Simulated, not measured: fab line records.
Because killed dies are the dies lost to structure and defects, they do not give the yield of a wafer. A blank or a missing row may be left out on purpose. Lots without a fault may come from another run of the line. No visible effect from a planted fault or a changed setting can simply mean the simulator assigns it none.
What tool caused it? ; flow nand_harc ; 11 lots with 33 wafers sampled at 3 steps, on a route of 1302 steps

== WHAT THE GAUGES READ, wafer by wafer ==
NHARC_END_SORT_01.
lot;measured;on;killed_at_periphery
L716;day 24 13:38;prober-01;4 8 5
L718;day 24 23:14;prober-02;6 3 3
L720;day 26 00:17;prober-01;6 1 2
L721;day 26 18:41;prober-01;2 4 3
L722;day 28 01:52;prober-02;5 0 2
L723;day 27 15:35;prober-02;2 2 2
L725;day 28 07:16;prober-01;0 3 2
L730;day 31 13:26;prober-01;48 62 43
L732;day 30 17:49;prober-02;76 48 80
L733;day 31 07:50;prober-02;67 51 40
L739;day 34 00:46;prober-01;1 0 6

== TOOL THAT RAN EACH LOT (tool first, then ch and the chambers of the sampled wafers, then the start) ==
lot;NHARC_P_M1_PVD_21;NHARC_THIN_TSV_ETCH_36
L716;pvd_sputter-03, day 6 06:49;rie_metal-01 ch 0,1, day 23 23:13
L718;pvd_sputter-03, day 7 03:12;rie_metal-01 ch 0,1, day 24 13:58
L720;pvd_sputter-01, day 7 19:17;rie_metal-03 ch 0, day 25 15:49
L721;pvd_sputter-01, day 8 05:53;rie_metal-03 ch 0, day 26 08:32
L722;pvd_sputter-03, day 8 22:16;rie_metal-01 ch 0,1, day 27 14:13
L723;pvd_sputter-02, day 9 06:01;rie_metal-01 ch 0,1, day 27 06:55
L725;pvd_sputter-02, day 10 04:35;rie_metal-03 ch 0, day 27 19:50
L730;pvd_sputter-03, day 12 15:43;rie_metal-02 ch 0,1, day 31 04:07
L732;pvd_sputter-03, day 13 02:14;rie_metal-02 ch 1, day 30 08:37
L733;pvd_sputter-03, day 13 04:41;rie_metal-02 ch 0,1, day 30 20:05
L739;pvd_sputter-01, day 15 16:02;rie_metal-01 ch 0,1, day 33 16:14
- NHARC_P_M1_PVD_21: deposits Cu, target thk 30 nm, time 20.49 s.
- NHARC_THIN_TSV_ETCH_36: etches the open film in Cl2/BCl3, target depth 65 nm, time 18.571 s.

== THE ANSWER, worked out from the rows above alone ==
Rule: the lots themselves supply what counts as usual. The widest of any qualifying gaps counts: lots, ordered by their means at a reading, are off when they make up no more than a third of the lots, leave a main group of 4 or more, and stand apart from it by 3 or more times the standard deviation of that group's means. The tables above print the reading to a certain number of digits; a main group whose means all agree to those digits is not used. A lot without any number at a reading at which 4 lots or more have one is off too. All remaining lots with rows at the step are treated as sound.
Off: L730, L732, L733, at NHARC_END_SORT_01 (killed_at_periphery). Mean 3.0 and standard deviation 1.2 in the main group.
A tool fits if, at a process step before that reading, it ran every lot that is off, and no sound lot after the first of them. The gauges at NHARC_END_SORT_01 are tried like those tools. Can't be told from this: 2 tools fit, pvd_sputter-03 at NHARC_P_M1_PVD_21, rie_metal-02 at NHARC_THIN_TSV_ETCH_36.

== WHAT THE SIMULATOR PUT IN ==
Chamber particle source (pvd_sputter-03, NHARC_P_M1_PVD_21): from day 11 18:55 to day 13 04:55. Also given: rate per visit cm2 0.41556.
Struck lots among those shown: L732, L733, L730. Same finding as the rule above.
